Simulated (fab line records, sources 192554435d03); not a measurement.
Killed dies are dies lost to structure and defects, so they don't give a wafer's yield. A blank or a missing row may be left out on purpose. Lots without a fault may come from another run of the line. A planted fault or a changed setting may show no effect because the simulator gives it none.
Which tool did it? | flow n5_finfet | 10 lots, 30 wafers sampled, at 5 steps of a route of 1938

WHAT THE GAUGES READ, wafer by wafer
The record holds no reading of a measuring or inspecting step that can be judged against a usual standard deviation.

WHICH TOOL RAN EACH LOT (tool, then ch and the chambers of the sampled wafers, then the start)
lot  | N5_BEOL_M15_STRIP_63                          | N5_BEOL_M15_ETCH_61                | N5_BEOL_M15_STRIP_37                          | N5_BEOL_M15_SPUTTER_43       | N5_PASSIVATION_PROBE_49
L832 | rie_diel-01 ch 0,3, day 10 18:39 or earlier   | rie_diel-05 ch 0,2,3, day 10 18:39 | rie_diel-05 ch 1,2,3, day 10 19:33 or earlier | pvd_sputter-03, day 10 19:33 | -
L840 | rie_diel-06 ch 0,1,3, day 11 20:56 or earlier | rie_diel-05 ch 1,2,3, day 11 20:56 | rie_diel-06 ch 0,1,2, day 11 23:26 or earlier | pvd_sputter-03, day 11 23:26 | -
L839 | rie_diel-06 ch 1,2, day 12 06:58 or earlier   | rie_diel-06 ch 0,2, day 12 06:58   | rie_diel-01 ch 0,1,2, day 12 08:43 or earlier | pvd_sputter-03, day 12 08:43 | prober-02, day 13 02:32
L842 | rie_diel-01 ch 0,2, day 12 12:53 or earlier   | rie_diel-05 ch 0,1,3, day 12 12:53 | rie_diel-05 ch 0,1,3, day 12 14:21 or earlier | pvd_sputter-02, day 12 14:21 | -
L843 | rie_diel-01 ch 1,2, day 17 00:04 or earlier   | rie_diel-05 ch 0,1,3, day 17 00:04 | rie_diel-06 ch 0,3, day 17 02:59 or earlier   | pvd_sputter-01, day 17 02:59 | prober-01, day 17 18:27
L847 | rie_diel-05 ch 0,1, day 17 15:40 or earlier   | rie_diel-06 ch 0,1,3, day 17 15:40 | rie_diel-05 ch 0,1,2, day 17 18:11 or earlier | pvd_sputter-03, day 17 18:11 | -
L850 | rie_diel-06 ch 0,1,3, day 17 15:57 or earlier | rie_diel-05 ch 0,1,3, day 17 15:57 | rie_diel-05 ch 0,1,3, day 17 18:47 or earlier | pvd_sputter-03, day 17 18:47 | -
L854 | rie_diel-05 ch 0,2,3, day 18 06:38 or earlier | rie_diel-01 ch 0,2, day 18 06:38   | rie_diel-06 ch 1,3, day 18 07:51 or earlier   | pvd_sputter-03, day 18 07:51 | -
L855 | rie_diel-01 ch 0,2,3, day 18 16:23 or earlier | rie_diel-06 ch 2,3, day 18 16:23   | rie_diel-06 ch 2,3, day 18 20:19 or earlier   | pvd_sputter-03, day 18 20:19 | -
L844 | rie_diel-05 ch 1,2, day 18 16:42 or earlier   | rie_diel-01 ch 1,3, day 18 16:42   | rie_diel-05 ch 0,1,2, day 18 18:32 or earlier | pvd_sputter-03, day 18 18:32 | -
- N5_BEOL_M15_STRIP_63: strips in O2.
- N5_BEOL_M15_ETCH_61: etches BARC in N2/H2, target depth 89 nm, overetch 26.7 nm, time 67.9 s.
- N5_BEOL_M15_STRIP_37: strips in O2.
- N5_BEOL_M15_SPUTTER_43: material TaN, target thk 15 nm, time 24.19 s.
- N5_PASSIVATION_PROBE_49

WHAT THE TOOLS THEMSELVES READ (means of the sampled wafers that have a number; where no wafer has one, the mark that the record gives instead)
N5_BEOL_M15_STRIP_63. Usual: drypump_motor_current_A 5.6 A, standard deviation 0.67; oes_product_au 0.78 a.u., standard deviation 0.096; rf_vpp_V 3.6 V, standard deviation 0.8; showerhead_plenum_p_Torr 2.11 Torr, standard deviation 0.071; throttle_valve_pct 16.74 %, standard deviation 0.27.
lot  | tool        | drypump_motor_current_A (A) | oes_product_au (a.u.) | rf_vpp_V (V) | showerhead_plenum_p_Torr (Torr) | throttle_valve_pct (%) | flag
L832 | rie_diel-01 | 4.8                         | 0.72                  | 3.5          | 2.11                            | 17.06                  |
L840 | rie_diel-06 | 5.8                         | 0.73                  | 3.9          | 2.11                            | 16.65                  |
L839 | rie_diel-06 | 5.7                         | 0.75                  | 4.3          | 2.06                            | 16.65                  |
L842 | rie_diel-01 | 5.4                         | 0.74                  | 3.1          | 2.12                            | 17.00                  |
L843 | rie_diel-01 | 5.5                         | 0.77                  | 3.6          | 2.10                            | 16.80                  |
L847 | rie_diel-05 | 6.7                         | 0.83                  | 3.2          | 2.14                            | 16.75                  |
L850 | rie_diel-06 | 5.8                         | 0.72                  | 3.4          | 2.10                            | 16.72                  |
L854 | rie_diel-05 | 5.7                         | 0.91                  | 3.7          | 2.19                            | 16.59                  |
L855 | rie_diel-01 | 5.1                         | 0.76                  | 3.3          | 2.10                            | 16.96                  |
L844 | rie_diel-05 | 5.8                         | 0.88                  | 3.6          | 2.08                            | 16.49                  |

N5_BEOL_M15_ETCH_61. Usual: bias_w 149.9 W, standard deviation 0.45; drypump_motor_current_A 5.6 A, standard deviation 0.72; oes_product_au 0.66 a.u., standard deviation 0.071; rf_vpp_V 524.2 V, standard deviation 2.8; showerhead_plenum_p_Torr 2.55 Torr, standard deviation 0.099; throttle_valve_pct 17.96 %, standard deviation 0.22.
lot  | tool        | bias_w (W) | drypump_motor_current_A (A) | oes_product_au (a.u.) | rf_vpp_V (V) | showerhead_plenum_p_Torr (Torr) | throttle_valve_pct (%) | flag
L832 | rie_diel-05 | 149.8      | 5.7                         | 0.64                  | 524.6        | 2.57                            | 18.03                  |
L840 | rie_diel-05 | 149.6      | 5.6                         | 0.65                  | 524.7        | 2.58                            | 17.97                  |
L839 | rie_diel-06 | 150.0      | 6.4                         | 0.70                  | 525.8        | 2.61                            | 17.61                  |
L842 | rie_diel-05 | 150.2      | 6.1                         | 0.64                  | 524.2        | 2.50                            | 18.09                  |
L843 | rie_diel-05 | 147.7      | 6.1                         | 0.70                  | 519.2        | 2.60                            | 18.01                  | OFF
L847 | rie_diel-06 | 149.9      | 5.7                         | 0.61                  | 524.2        | 2.55                            | 17.93                  |
L850 | rie_diel-05 | 147.8      | 6.1                         | 0.69                  | 519.8        | 2.59                            | 18.03                  | OFF
L854 | rie_diel-01 | 150.2      | 5.2                         | 0.61                  | 525.7        | 2.57                            | 18.20                  |
L855 | rie_diel-06 | 150.0      | 5.8                         | 0.62                  | 521.9        | 2.49                            | 17.97                  |
L844 | rie_diel-01 | 149.5      | 4.9                         | 0.74                  | 523.2        | 2.51                            | 17.75                  |

N5_BEOL_M15_STRIP_37. Usual: drypump_motor_current_A 5.8 A, standard deviation 0.71; oes_product_au 0.78 a.u., standard deviation 0.095; rf_vpp_V 3.7 V, standard deviation 0.6; showerhead_plenum_p_Torr 2.10 Torr, standard deviation 0.085; throttle_valve_pct 16.69 %, standard deviation 0.24.
lot  | tool        | drypump_motor_current_A (A) | oes_product_au (a.u.) | rf_vpp_V (V) | showerhead_plenum_p_Torr (Torr) | throttle_valve_pct (%) | flag
L832 | rie_diel-05 | 5.6                         | 0.76                  | 4.1          | 2.12                            | 16.72                  |
L840 | rie_diel-06 | 6.1                         | 0.79                  | 3.8          | 2.10                            | 16.52                  |
L839 | rie_diel-01 | 5.2                         | 0.83                  | 3.4          | 2.13                            | 16.75                  |
L842 | rie_diel-05 | 6.1                         | 0.75                  | 4.5          | 2.06                            | 16.85                  |
L843 | rie_diel-06 | 5.8                         | 0.72                  | 3.8          | 2.09                            | 16.67                  |
L847 | rie_diel-05 | 6.2                         | 0.86                  | 3.6          | 2.11                            | 16.61                  |
L850 | rie_diel-05 | 6.1                         | 0.81                  | 3.9          | 2.13                            | 16.75                  |
L854 | rie_diel-06 | 5.4                         | 0.69                  | 4.0          | 2.05                            | 16.82                  |
L855 | rie_diel-06 | 6.1                         | 0.76                  | 3.8          | 2.04                            | 16.51                  |
L844 | rie_diel-05 | 6.2                         | 0.85                  | 3.6          | 2.11                            | 16.64                  |

N5_BEOL_M15_SPUTTER_43. Usual: chamber_pressure_pa 0.12003 Pa, standard deviation 0.00024; substrate_temp_c 50.00 C, standard deviation 0.11; throttle_valve_pct 29.8 %, standard deviation 1.1.
lot  | tool           | chamber_pressure_pa (Pa) | substrate_temp_c (C) | throttle_valve_pct (%) | flag
L832 | pvd_sputter-03 | 0.12005                  | 50.01                | 30.2                   |
L840 | pvd_sputter-03 | 0.12017                  | 49.99                | 29.4                   |
L839 | pvd_sputter-03 | 0.12016                  | 49.96                | 30.1                   |
L842 | pvd_sputter-02 | 0.12013                  | 49.95                | 29.4                   |
L843 | pvd_sputter-01 | 0.11990                  | 49.89                | 30.4                   |
L847 | pvd_sputter-03 | 0.11991                  | 50.05                | 29.4                   |
L850 | pvd_sputter-03 | 0.12008                  | 49.97                | 29.4                   |
L854 | pvd_sputter-03 | 0.12019                  | 50.01                | 28.4                   |
L855 | pvd_sputter-03 | 0.11999                  | 50.06                | 31.0                   |
L844 | pvd_sputter-03 | 0.12010                  | 49.98                | 29.3                   |

N5_PASSIVATION_PROBE_49. Usual: defect_limited_yield 91.0 %, standard deviation 1.5; killed_at_M0_to_M3 32, standard deviation 9.6; killed_at_M4_up 13, standard deviation 4.7; killed_at_contacts 13, standard deviation 7.2; killed_at_front_end 44, standard deviation 13; killed_at_other 4, standard deviation 3.4; killed_dies 106, standard deviation 18; killed_open 70, standard deviation 13; killed_short 35, standard deviation 8; sort_bin_5_function 5.3 %, standard deviation 0.97; sort_bin_6_memory 3.4 %, standard deviation 0.73; sort_n_pass 1074, standard deviation 18; sort_yield_pct 91.0 %, standard deviation 1.5.
lot  | tool      | defect_limited_yield (%) | killed_at_M0_to_M3 | killed_at_M4_up | killed_at_contacts | killed_at_front_end | killed_at_other | killed_dies | killed_open | killed_short | sort_bin_5_function (%) | sort_bin_6_memory (%) | sort_n_pass | sort_yield_pct (%) | flag
L839 | prober-02 | 91.5                     | 32                 | 17              | 6                  | 40                  | 6               | 100         | 62          | 36           | 4.9                     | 3.2                   | 1080        | 91.5               |
L843 | prober-01 | 87.9                     | 38                 | 15              | 8                  | 82                  | 0               | 143         | 100         | 40           | 7.3                     | 4.2                   | 1037        | 87.9               |

THE ANSWER, worked out from the rows above alone
Rule: a lot is off if the mean of its wafers that have a number lies more than 3 standard deviations from the usual mean. A lot without any number at a reading at which 4 lots or more have one is off too. The other lots that the step has rows for count as sound. The gauges are gone through in route order, then the tools' own readings, and for those a lot's mean is taken as printed above. The first step at which some lot is off is used, and at that step the reading that is off furthest; a lot without a number counts as furthest.
Off: L843, L850, at N5_BEOL_M15_ETCH_61 (bias_w).
A tool fits if, at that step or a process step before it, it ran every lot that is off, and no sound lot after the first of them. N5_BEOL_M15_STRIP_63 gives no start for some lots, so the hours and the order of its lots are those of N5_BEOL_M15_ETCH_61. One fits: rie_diel-05 at N5_BEOL_M15_ETCH_61. Its last sound lot is L842 (day 12 12:53), its first lot that is off L843 (day 17 00:04): a fault that began between those two fits.
The tool's own readings at N5_BEOL_M15_ETCH_61 bear it out: on the lots that are off they differ by more than 5 times the standard deviation of the sound lots' means. bias_w reads 147.8 W there against 149.9 W on the sound lots.

WHAT THE SIMULATOR HAD PUT IN
Process parameter drift: rie_diel-05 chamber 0, from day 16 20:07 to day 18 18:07, at N5_BEOL_M15_ETCH_61. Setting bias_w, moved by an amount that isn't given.
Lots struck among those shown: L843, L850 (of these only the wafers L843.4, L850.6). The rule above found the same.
